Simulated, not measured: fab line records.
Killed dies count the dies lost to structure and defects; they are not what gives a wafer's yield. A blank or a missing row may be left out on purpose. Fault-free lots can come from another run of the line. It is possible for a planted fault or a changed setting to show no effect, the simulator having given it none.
Chamber matching | flow n5_finfet | N5_BEOL_M1_STRIP_36 on rie_diel-04 has 4 sister chambers
The step strips in N2/H2. 8 wafers are shown with their chamber, then 9 later ones without.

## WAFERS WITH THEIR CHAMBER
wafer  | chamber | showerhead_plenum_p_Torr (Torr) | throttle_valve_pct (%)
L080.6 | 1       | 2.65                            | 23.53
L086.3 | 2       | 2.49                            | 23.53
L086.6 | 0       | 2.51                            | 23.83
L089.5 | 3       | 2.50                            | 23.89
L089.6 | 0       | 2.51                            | 23.86
L091.2 | 3       | 2.50                            | 23.87
L091.5 | 2       | 2.49                            | 23.53
L091.6 | 1       | 2.64                            | 23.56

## WAFERS WHOSE CHAMBER IS MISSING
wafer  | showerhead_plenum_p_Torr (Torr) | throttle_valve_pct (%)
L094.1 | 2.64                            | 23.56
L094.5 | 2.64                            | 23.56
L094.6 | 2.51                            | 23.87
L095.3 | 2.64                            | 23.59
L095.4 | 2.50                            | 23.91
L095.6 | 2.51                            | 23.84
L097.1 | 2.50                            | 23.86
L097.3 | 2.48                            | 23.52
L097.5 | 2.50                            | 23.88

## WHICH CHAMBER EACH ONE RAN IN
wafer  | from the rows above     | in truth
L094.1 | 1                       | 1
L094.5 | 1                       | 1
L094.6 | can't be placed: 0 or 3 | 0
L095.3 | 1                       | 1
L095.4 | 3                       | 3
L095.6 | 0                       | 0
L097.1 | can't be placed: 3 or 0 | 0
L097.3 | 2                       | 2
L097.5 | 3                       | 3
Correctly placed: 7 of 9. Cannot be placed on the basis of these rows: 2; the candidates contain the true chamber in 2. Number placed wrongly: 0.
How it was worked out, from the rows above alone: a wafer's distance from a chamber is the root of the sum, over the readings, of the square of ((its reading less the chamber's mean) divided by the reading's scatter). If the next closest chamber is less than 2 further off than the closest, the wafer can't be placed; otherwise it belongs to the closest. Each chamber's mean is taken over the wafers shown for it. The scatter: take each reading less its chamber's mean, square it, sum over the shown wafers, divide by the number of wafers less the number of chambers, and take the root.
